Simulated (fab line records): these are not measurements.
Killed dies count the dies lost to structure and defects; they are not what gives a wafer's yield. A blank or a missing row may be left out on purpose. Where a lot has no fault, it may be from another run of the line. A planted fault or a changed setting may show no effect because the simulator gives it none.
Split-lot trial + flow n5-finfet + on a route of 1938 steps: 7 lots, 21 wafers read

== THE SPLIT ==
At N5_BEOL_M7_DESCUM_33 (chemistry O2, time 7 s), the setting time-s was moved away from the recipe's 7 s on 8 of the 21 wafers read, by -19.3% to +15.1%. The other wafers ran this setting at the recipe's value.

There is no step in the file separating the split from the reading.

== THE READING ==
CAR-EUV_of_BEOL_M7_COAT_22.thk-nm (the simulator's own value, which no gauge read), in nm, at N5_BEOL_M7_ETCH_72 (etches underlayer in N2/H2, target depth 6.5 nm, time 5.2 s). The file gives no usual value for it. Average 20.4 nm, standard deviation 0.13 nm, over the 13 wafers here run with the recipe.

| wafer  | tool, chamber at the split | time-s as run, s | against the recipe | CAR-EUV_of_BEOL_M7_COAT_22.thk-nm, nm | against lot-mates on the recipe |
|--------|----------------------------|------------------|--------------------|---------------------------------------|---------------------------------|
| L075.2 | rie-diel-03, 1             | 7                | recipe             | 20.6                                  | -                               |
| L075.4 | rie-diel-03, 2             | 6.589            | -5.9%              | 20.6                                  | +0.0                            |
| L075.6 | rie-diel-03, 1             | 7                | recipe             | 20.6                                  | -                               |
| L077.3 | rie-diel-03, 1             | 7                | recipe             | 20.4                                  | -                               |
| L077.5 | rie-diel-03, 1             | 7                | recipe             | 20.4                                  | -                               |
| L077.6 | rie-diel-03, 0             | 5.651            | -19.3%             | 21                                    | +0.6                            |
| L079.2 | rie-diel-02, 1             | 7                | recipe             | 20.4                                  | -                               |
| L079.4 | rie-diel-02, 3             | 8.059            | +15.1%             | 20                                    | -0.4                            |
| L079.6 | rie-diel-02, 1             | 8.059            | +15.1%             | 20                                    | -0.4                            |
| L078.2 | rie-diel-01, 0,2           | 7                | recipe             | 20.4                                  | -                               |
| L078.4 | rie-diel-01, 1             | 7                | recipe             | 20.4                                  | -                               |
| L078.6 | rie-diel-01, 0,2           | 7                | recipe             | 20.4                                  | -                               |
| L086.1 | rie-diel-01, 2             | 5.65             | -19.3%             | 21                                    | +0.6                            |
| L086.2 | rie-diel-01, 3             | 7                | recipe             | 20.4                                  | -                               |
| L086.6 | rie-diel-01, 3             | 5.65             | -19.3%             | 21                                    | +0.6                            |
| L087.2 | rie-diel-01, 0             | 7                | recipe             | 20.2                                  | -                               |
| L087.3 | rie-diel-01, 2             | 7                | recipe             | 20.2                                  | -                               |
| L087.6 | rie-diel-01, 2             | 7                | recipe             | 20.2                                  | -                               |
| L089.2 | rie-diel-01, 0             | 7                | recipe             | 20.2                                  | -                               |
| L089.5 | rie-diel-01, 2,1           | 6.053            | -13.5%             | 20.6                                  | +0.4                            |
| L089.6 | rie-diel-01, 2,1           | 6.053            | -13.5%             | 20.8                                  | +0.6                            |
Rows listing several chambers each stand for several wafers; the file does not say which wafer went through which chamber.

THE FIT
A straight line over all 21 wafers: CAR-EUV_of_BEOL_M7_COAT_22.thk-nm changes by -0.0289 nm for each +1% of time-s; r = -0.92; the points scatter about the line by 0.12 nm.
The same after taking each lot's own level away (the mean of its wafers on the recipe; 21 wafers): -0.0303 nm for each +1%; r = -0.98; scatter 0.062 nm.
On that fit, the largest move of time-s shifts the reading by 0.58 nm.
The span of the lots' own levels, 20.20 to 20.60 nm, comes to 3.0 times the standard deviation stated above.
Consequently the slope shifts little with the lot-to-lot level, the two slopes agreeing.
Check: for one of the wafers moved furthest among these (-19.3%), held out of the fit, the line's prediction against its lot-mates is +0.591 nm. Against them it came out at +0.6 nm.

== OTHER SPLITS APPLIED TO THESE WAFERS ==
Before the reading, these wafers also passed through other splits. Each is held against what the fit with the lots' levels taken away leaves over:
| other split on the same wafers | wafers away from the commonest value | r with CAR-EUV_of_BEOL_M7_COAT_22.thk-nm (lot level and that fit taken away) |
|--------------------------------|--------------------------------------|------------------------------------------------------------------------------|
| N5_BEOL_M5_COAT_74 spin-rpm    | 8                                    | +0.32                                                                        |
| N5_BEOL_M6_COAT_22 spin-rpm    | 11                                   | -0.01                                                                        |
| N5_BEOL_M7_EXPOSE_25 dose-mj   | 5                                    | -0.25                                                                        |

== THE WHOLE CHAIN: every reading that the file lists as answering this split, in the file's order ==
| step                 | what it does                                                | reading                                                                            | change (the file's fit)                | r (the file's) |
|----------------------|-------------------------------------------------------------|------------------------------------------------------------------------------------|----------------------------------------|----------------|
| N5_BEOL_M7_DESCUM_33 | chemistry O2, time 7 s                                      | CAR-EUV_of_BEOL_M7_COAT_22.thk-nm (the simulator's own value, which no gauge read) | -0.0272 nm for each +1% of the setting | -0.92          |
| N5_BEOL_M7_ETCH_72   | etches underlayer in N2/H2, target depth 6.5 nm, time 5.2 s | CAR-EUV_of_BEOL_M7_COAT_22.thk-nm (the simulator's own value, which no gauge read) | -0.0302 nm for each +1% of the setting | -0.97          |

== FILE'S OWN FIT ==
CAR-EUV_of_BEOL_M7_COAT_22.thk-nm changes by -0.0302 nm for each +1% of time-s, r = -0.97.
